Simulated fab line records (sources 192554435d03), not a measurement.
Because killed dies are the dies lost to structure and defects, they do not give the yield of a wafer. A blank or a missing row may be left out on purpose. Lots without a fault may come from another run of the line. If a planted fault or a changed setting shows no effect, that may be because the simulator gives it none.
Matching of chambers / flow n5 finfet / N5_BEOL_M11_DESCUM_16 on rie diel-01: 4 sister chambers
The step chemistry O2, time 7.9 s. 4 wafers are shown with their chamber, then 12 later ones without.

== WAFERS, EACH WITH ITS CHAMBER ==
wafer=L086.6; chamber=0; drypump motor current A (A)=5.8
wafer=L087.1; chamber=1; drypump motor current A (A)=5.7
wafer=L087.2; chamber=3; drypump motor current A (A)=5.5
wafer=L087.3; chamber=2; drypump motor current A (A)=4.8

== WAFERS WITH NO CHAMBER GIVEN ==
wafer=L090.2; drypump motor current A (A)=4.9
wafer=L090.3; drypump motor current A (A)=5.8
wafer=L090.6; drypump motor current A (A)=5.8
wafer=L095.1; drypump motor current A (A)=5.5
wafer=L095.2; drypump motor current A (A)=4.9
wafer=L095.3; drypump motor current A (A)=5.8
wafer=L095.4; drypump motor current A (A)=5.7
wafer=L095.5; drypump motor current A (A)=5.8
wafer=L095.6; drypump motor current A (A)=5.5
wafer=L096.1; drypump motor current A (A)=5.5
wafer=L096.3; drypump motor current A (A)=4.9
wafer=L096.6; drypump motor current A (A)=5.5

== WHICH CHAMBER EACH WENT THROUGH ==
wafer=L090.2; from the rows above=2; in truth=2
wafer=L090.3; from the rows above=can't be placed: 0 or 1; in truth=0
wafer=L090.6; from the rows above=can't be placed: 0 or 1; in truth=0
wafer=L095.1; from the rows above=3; in truth=3
wafer=L095.2; from the rows above=2; in truth=2
wafer=L095.3; from the rows above=can't be placed: 0 or 1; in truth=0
wafer=L095.4; from the rows above=can't be placed: 1 or 0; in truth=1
wafer=L095.5; from the rows above=can't be placed: 0 or 1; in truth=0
wafer=L095.6; from the rows above=3; in truth=3
wafer=L096.1; from the rows above=3; in truth=3
wafer=L096.3; from the rows above=2; in truth=2
wafer=L096.6; from the rows above=3; in truth=3
Correctly placed: 7 of 12. Cannot be placed on the basis of these rows: 5; the candidates contain the true chamber in 5. Wrongly placed: 0.
How it was worked out, from the rows above alone: a wafer's distance from a chamber is the root of the sum, over the readings, of the square of ((its reading less the chamber's mean) divided by the reading's scatter). The wafer belongs to the nearest chamber; if the next one is less than 2 further off, it can't be placed. The mean given for a chamber averages the wafers shown for that chamber. The scatter: with one shown wafer a chamber, the root of the mean of the squares of how far each hidden wafer lies from its nearest shown one.
